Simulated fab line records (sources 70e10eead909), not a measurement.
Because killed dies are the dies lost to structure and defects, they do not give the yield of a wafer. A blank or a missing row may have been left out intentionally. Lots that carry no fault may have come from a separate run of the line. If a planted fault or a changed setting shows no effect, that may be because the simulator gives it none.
A lot that was struck, set against a sound lot	flow nand-harc	15 steps out of a route of 1302
Sound: the wafers L311.1, L311.3, L311.5. Struck: wafer L316.4 (left out: L316.2, L316.3 of the same lot, which were not struck); the cause appears at the end.
Order at every step that has rows: each side's tool, ch and its chambers, its first start. Under that, the readings that differ: sound wafers	struck wafers	difference of the means	sigmas: that difference in standard deviations of wafers without a fault.
alike: words and numbers the same on both sides, and readings whose means are apart by under 2 such deviations; not compared: readings that were withheld, readings missing a value for some wafer, numbers with overlapping values and no deviation given by the record, and bounds like >300 which may hide the same value.
The two part at a step that has a row with sigmas, a row that says differs or no value, or rows on one side only. Non-overlapping numbers with no deviation appear without sigmas and do not part them. A reading that every wafer of one side lacks parts them only if that side has two wafers or more.

first, 3 steps without rows for these wafers: NHARC_A_CHANNEL_HOLE_D1_STRIP_27 (strips in O2); NHARC_A_CHANNEL_HOLE_D1_PRECLEAN_28 (cleans in SC1); NHARC_A_CHANNEL_HOLE_D1_SRD_29.
NHARC_A_CHANNEL_HOLE_D1_CD_MEAS_30:
  sound: cd-sem-01 at day 9 23:26; struck: cd-sem-02 at day 12 08:10
  alike: cd-nm
NHARC_A_CHANNEL_HOLE_D1_XSEM_31:
  sound on xsem-01 ch 0, day 9 23:32; struck on xsem-01 ch 0, day 12 08:14
  alike: bot-cd-nm, bow-nm, tilt-deg
NHARC_A_CHANNEL_HOLE_D1_INSPECT_40:
  sound: defect-inspect-01 at day 9 23:37; struck: defect-inspect-01 at day 12 08:21
  alike: raw-defect-count
then, 2 steps without rows for these wafers: NHARC_A_CHANNEL_FILL_D1_PRECLEAN_00 (cleans in SC1); NHARC_A_CHANNEL_FILL_D1_SRD_01.
NHARC_A_CHANNEL_FILL_D1_ALD_02: deposits SiO2, target thk 6 nm, pulse time 10 s, ald cycles 60.
  sound on ald-hk-01 ch 0,1,3, day 9 23:58; struck on ald-hk-01 ch 1, day 12 08:33
  alike: heater-power-w, precursor-pulse-height-rel
  not compared: ald-cycles
NHARC_A_CHANNEL_FILL_D1_ALD_03: deposits SiNx, target thk 6 nm, pulse time 60 s, ald cycles 58.
  sound on ald-sin-batch-01 ch 0; struck on ald-sin-batch-01 ch 0
  alike: chamber-pressure-Torr, precursor-pulse-height-rel
  not compared: ald-cycles
NHARC_A_CHANNEL_FILL_D1_ALD_14: deposits SiO2, target thk 2.5 nm, pulse time 10 s, ald cycles 25.
  sound on ald-hk-01 ch 0,1, day 10 06:53; struck on ald-hk-03 ch 2, day 12 13:55
  alike: heater-power-w, precursor-pulse-height-rel
  not compared: ald-cycles
NHARC_A_CHANNEL_FILL_D1_ALD_15: deposits SiNx, target thk 2 nm, pulse time 60 s, ald cycles 19.
  sound on ald-sin-batch-01 ch 0; struck on ald-sin-batch-03 ch 0
  alike: chamber-pressure-Torr, precursor-pulse-height-rel
  not compared: ald-cycles
NHARC_A_CHANNEL_FILL_D1_ALD_16: deposits SiO2, target thk 1.5 nm, pulse time 10 s, ald cycles 15.
  sound on ald-hk-01 ch 1,2,3, day 10 12:04; struck on ald-hk-02 ch 3, day 12 19:02
reading	sound	struck	difference	sigmas
ald-cycles	15 15 15	24	+9	
  alike: heater-power-w, precursor-pulse-height-rel
then, 2 steps without rows for these wafers: NHARC_A_CHANNEL_FILL_D1_ANNEAL_17 (time 1800 s); NHARC_END_SORT_01.

WHERE THEY PART
Nowhere in this record.

WHY: the cause the simulator had injected
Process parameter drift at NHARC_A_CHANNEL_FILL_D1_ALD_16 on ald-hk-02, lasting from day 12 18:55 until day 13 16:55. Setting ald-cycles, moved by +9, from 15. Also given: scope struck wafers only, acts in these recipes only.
